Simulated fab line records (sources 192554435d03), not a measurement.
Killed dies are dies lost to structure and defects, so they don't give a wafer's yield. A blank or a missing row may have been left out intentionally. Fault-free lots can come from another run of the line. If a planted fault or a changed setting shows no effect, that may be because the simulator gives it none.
Which of the tools did it?	flow n5Finfet	Sampling: 9 lots, 25 wafers, 6 of 1938 route steps

== WHAT THE GAUGES READ, wafer by wafer ==
N5_BEOL_M0_CUTY_OVL_MEAS_58.
lot	measured	on	M0_ABLK_OVL (nm)
L304	day 6 15:53	overlay-02	-0.3 -1.9
L305	day 7 01:53	overlay-01	-0.2 0.5 -0.5
L307	day 7 09:25	overlay-01	-0.2 0.3 -0.1
L308	day 7 12:35	overlay-01	-0.1 0.6 0.7
L310	day 8 00:16	overlay-01	-0.3 -1.3
L312	day 8 19:13	overlay-02	-0.3 -0.1 -0.6
L318	day 10 04:06	overlay-01	18.1 17.8 16.7
L323	day 11 05:26	overlay-02	17.8 18.6 19.1
L324	day 11 08:59	overlay-01	0.0 -0.4 0.1

N5_BEOL_M4_RC_MEAS_101.
lot	measured	on	DIBL_N (mV/V)	DIBL_P (mV/V)	IOFF_N (nA/um)	IOFF_P (nA/um)	ION_N (uA/um)	ION_P (uA/um)	SS_N (mV/dec)	SS_P (mV/dec)	VT_N (mV)	VT_P (mV)
L304	day 8 14:39	prober-02	35.5 34.7	36.8 35.0	0.138 0.136	0.18 0.16	668 668	454 452	71.2 71.5	73.5 72.3	251 253	-256 -256
L305	day 9 00:58	prober-02	34.9 32.3 33.7	35.5 33.0 34.1	0.133 0.114 0.122	0.19 0.16 0.18	665 669 667	451 456 464	71.9 70.5 70.7	72.9 73.0 72.4	252 254 252	-251 -253 -254
L307	day 9 04:26	prober-02	36.4 35.6 36.7	36.1 37.0 38.0	0.144 0.144 0.158	0.17 0.18 0.20	659 665 668	444 452 459	72.3 71.3 71.3	72.7 72.4 73.1	252 250 251	-258 -254 -252
L308	day 9 13:25	prober-02	38.3 35.9 35.0	37.6 34.8 33.7	0.182 0.149 0.126	0.26 0.22 0.19	680 675 663	468 471 461	72.3 71.2 70.9	73.0 72.7 72.9	247 250 252	-248 -245 -251
L310	day 10 06:55	prober-01	32.7 35.6	32.2 35.6	0.106 0.159	0.16 0.21	651 677	456 472	70.9 70.7	72.7 73.2	256 247	-254 -247
L312	day 10 20:29	prober-01	37.3 34.3 36.1	35.7 32.8 35.5	0.166 0.124 0.151	0.25 0.20 0.24	657 670 660	460 469 459	72.1 70.5 71.3	73.9 72.4 73.4	250 252 250	-248 -249 -249
L318	day 12 09:48	prober-02	37.3 36.2 36.7	38.0 35.3 35.5	0.163 0.141 0.150	0.23 0.18 0.19	665 656 661	458 450 458	72.7 71.8 72.4	73.9 73.1 73.3	250 253 253	-251 -257 -254
L323	day 13 12:37	prober-02	36.8 38.7 39.1	35.2 38.1 38.4	0.157 0.199 0.213	0.21 0.26 0.27	681 683 697	468 467 475	70.7 71.9 72.5	73.0 73.8 74.2	253 245 244	-250 -244 -248
L324	day 13 15:45	prober-02	34.6 34.9 35.7	34.7 33.6 34.8	0.133 0.135 0.154	0.19 0.16 0.19	665 679 681	458 461 459	71.8 71.3 71.5	72.8 72.4 73.6	251 252 250	-251 -253 -249

== WHAT TOOL EACH LOT RAN ON (gives the tool, then ch and the chambers of the sampled wafers, and finally the start) ==
lot	N5_BEOL_M0_SAQP_ALD_48	N5_BEOL_M0_SAQP_ETCH_49	N5_BEOL_M0_CUTY_EXPOSE_54	N5_BEOL_M0_STRIP_104
L304	aldSin-04 ch 1,2, day 6 14:50	rieDiel-04 ch 1,2, day 6 15:22	arfiScanner-01 ch 0, day 6 15:44	rieDiel-06 ch 2,3, day 6 18:04
L305	aldSin-01 ch 1,3, day 7 00:58	rieDiel-04 ch 0,1,2, day 7 01:29	arfiScanner-01 ch 0, day 7 01:44	rieDiel-02 ch 0,1,3, day 7 02:52
L307	aldSin-03 ch 1,2,3, day 7 08:29	rieDiel-03 ch 0,1,3, day 7 09:00	arfiScanner-03 ch 0, day 7 09:15	rieDiel-05 ch 1,2,3, day 7 10:44
L308	aldSin-01 ch 1,2,3, day 7 11:26	rieDiel-01 ch 0,1, day 7 12:03	arfiScanner-01 ch 0, day 7 12:26	rieDiel-06 ch 0,1,3, day 7 16:31
L310	aldSin-01 ch 0,1, day 7 23:20	rieDiel-01 ch 2,3, day 7 23:52	arfiScanner-02 ch 0, day 8 00:07	rieDiel-05 ch 1,3, day 8 01:55
L312	aldSin-01 ch 1,2,3, day 8 18:11	rieDiel-03 ch 1,2,3, day 8 18:49	arfiScanner-03 ch 0, day 8 19:04	rieDiel-02 ch 0,2, day 9 00:10
L318	aldSin-01 ch 0,1, day 10 03:10	rieDiel-01 ch 0,2,3, day 10 03:42	arfiScanner-01 ch 0, day 10 03:57	rieDiel-06 ch 0,2, day 10 04:41
L323	aldSin-03 ch 1,3, day 11 04:20	rieDiel-04 ch 1,2,3, day 11 04:55	arfiScanner-01 ch 0, day 11 05:17	rieDiel-06 ch 0,1,3, day 11 09:34
L324	aldSin-04 ch 1,2, day 11 07:56	rieDiel-03 ch 0,2,3, day 11 08:28	arfiScanner-02 ch 0, day 11 08:50	rieDiel-02 ch 0,1,3, day 11 10:33
- N5_BEOL_M0_SAQP_ALD_48: deposits SiO2, target thk 20 nm, pulse time 1 s, co reactant pulse time 1 s.
- N5_BEOL_M0_SAQP_ETCH_49: etches SiO2 in CF4/O2, target depth 37 nm.
- N5_BEOL_M0_CUTY_EXPOSE_54: exposes mask M0 ABLK.
- N5_BEOL_M0_STRIP_104: strips in N2/H2.

== AS READ BY THE TOOLS THEMSELVES (means over the sampled wafers that have a number; for cases with no such wafer, the mark the record gives instead) ==
N5_BEOL_M0_SAQP_ALD_48.
lot	tool	heaterPowerW (W)	precursorPulseHeightRel
L304	aldSin-04	87	0.985
L305	aldSin-01	76	0.993
L307	aldSin-03	72	0.998
L308	aldSin-01	76	1.002
L310	aldSin-01	72	1.024
L312	aldSin-01	75	1.024
L318	aldSin-01	74	1.005
L323	aldSin-03	71	0.983
L324	aldSin-04	82	1.004

N5_BEOL_M0_SAQP_ETCH_49.
lot	tool	drypumpMotorCurrentA (A)	oes_ar_750_au (a.u.)	oesProductAu (a.u.)	rfVppV (V)	showerheadPlenumPTorr (Torr)	throttleValvePct (%)
L304	rieDiel-04	5.9	0.71	0.71	242	2.23	15.84
L305	rieDiel-04	5.5	0.71	0.71	242	2.19	15.88
L307	rieDiel-03	5.6	0.74	0.75	241	2.27	16.07
L308	rieDiel-01	5.5	0.77	0.76	238	2.26	16.00
L310	rieDiel-01	6.0	0.74	0.73	238	2.16	15.90
L312	rieDiel-03	5.5	0.75	0.75	238	2.21	16.11
L318	rieDiel-01	5.8	0.80	0.80	236	2.18	15.89
L323	rieDiel-04	5.9	0.78	0.77	242	2.21	15.90
L324	rieDiel-03	5.5	0.73	0.72	238	2.23	16.17

N5_BEOL_M0_STRIP_104.
lot	tool	drypumpMotorCurrentA (A)	oesProductAu (a.u.)	rfVppV (V)	showerheadPlenumPTorr (Torr)	tempC (C)	throttleValvePct (%)
L304	rieDiel-06	5.6	0.81	59.0	2.56	39.91	23.67
L305	rieDiel-02	6.2	0.78	58.7	2.59	40.03	23.78
L307	rieDiel-05	5.5	0.81	59.0	2.62	39.89	23.60
L308	rieDiel-06	5.9	0.74	60.3	2.56	39.93	23.83
L310	rieDiel-05	5.8	0.83	60.0	2.61	40.03	23.70
L312	rieDiel-02	5.6	0.76	59.4	2.58	40.01	23.89
L318	rieDiel-06	6.1	0.72	59.4	2.52	40.11	24.07
L323	rieDiel-06	5.9	0.72	59.5	2.55	40.03	23.89
L324	rieDiel-02	6.2	0.76	57.5	2.58	40.05	23.84

== THE ANSWER, worked out from the rows above alone ==
Rule: the usual values come from the lots themselves. Put in order of their means at a reading, lots are off if they are a third of the lots or fewer, leave a main group of 4 or more, and stand apart from it by a gap of 3 or more times the standard deviation of the main group's means; of several such gaps the widest counts. A main group is skipped when, at the precision printed for the reading in the tables above, its means are all equal. Also off: a lot with no number at a reading for which 4 or more lots have one. Where the step has rows for the other lots, those lots are counted as sound. The gauges are gone through in route order, then the tools' own readings, and for those a lot's mean is taken as printed above. At the first step where some lot is off, the reading lying furthest off is the one used; lots without a number count as furthest.
Off: at N5_BEOL_M0_CUTY_OVL_MEAS_58 (M0_ABLK_OVL), L318, L323. For the main group the mean is -0.3 nm and the standard deviation 0.47.
A tool fits if, at a process step before that reading, it ran every lot that is off, and no sound lot after the first of them. Not tried: the gauges at N5_BEOL_M0_CUTY_OVL_MEAS_58; whatever is off there is also off at N5_BEOL_M4_RC_MEAS_101, on other tools, and gauge error can't account for it. One fits: arfiScanner-01 at N5_BEOL_M0_CUTY_EXPOSE_54. A fault onset in the window from L308 (day 7 12:26, its last sound lot) to L318 (day 10 03:57, its first lot off) fits.

== WHAT HAD BEEN PUT IN BY THE SIMULATOR ==
Scanner matching overlay: arfiScanner-01, from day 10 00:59 on, at N5_BEOL_M0_CUTY_EXPOSE_54. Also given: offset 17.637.
Shown lots that were struck: L318, L323. The rule above reached the same finding.
